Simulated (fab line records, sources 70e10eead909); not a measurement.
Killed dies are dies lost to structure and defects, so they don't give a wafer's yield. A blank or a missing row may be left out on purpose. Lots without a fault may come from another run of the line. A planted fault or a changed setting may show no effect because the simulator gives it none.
Chamber matching | flow nand_harc | NHARC_A_STAIRCASE_DESCUM_443 on rie_diel-02: 4 sister chambers
The step chemistry O2, time 3 s. 4 wafers are shown with their chamber, then 9 later ones without.

WAFERS WITH THEIR CHAMBER
wafer  | chamber | showerhead_plenum_p_Torr (Torr)
L078.1 | 3       | 1.89
L083.2 | 0       | 2.02
L084.4 | 1       | 1.88
L084.5 | 2       | 1.99

WAFERS WITHOUT THEIR CHAMBER
wafer  | showerhead_plenum_p_Torr (Torr)
L088.1 | 1.88
L088.4 | 2.01
L088.6 | 2.01
L092.1 | 1.88
L092.3 | 2.01
L092.6 | 1.88
L097.1 | 1.99
L097.2 | 1.88
L097.4 | 1.88

WHICH CHAMBER EACH WENT THROUGH
wafer  | from the rows above     | in truth
L088.1 | can't be placed: 1 or 3 | 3
L088.4 | can't be placed: 0 or 2 | 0
L088.6 | can't be placed: 0 or 2 | 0
L092.1 | can't be placed: 1 or 3 | 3
L092.3 | can't be placed: 0 or 2 | 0
L092.6 | can't be placed: 1 or 3 | 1
L097.1 | 2                       | 2
L097.2 | can't be placed: 1 or 3 | 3
L097.4 | can't be placed: 1 or 3 | 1
Placed correctly: 1 of 9. Can't be placed from these rows: 8 (the true chamber is among the candidates in 8). Placed wrongly: 0.
How it was worked out, from the rows above alone: a wafer's distance from a chamber is the root of the sum, over the readings, of the square of ((its reading less the chamber's mean) divided by the reading's scatter). The wafer belongs to the nearest chamber; if the next one is less than 2 further off, it can't be placed. A chamber's mean is the mean of its shown wafers. The scatter: with one shown wafer a chamber, the root of the mean of the squares of how far each hidden wafer lies from its nearest shown one.
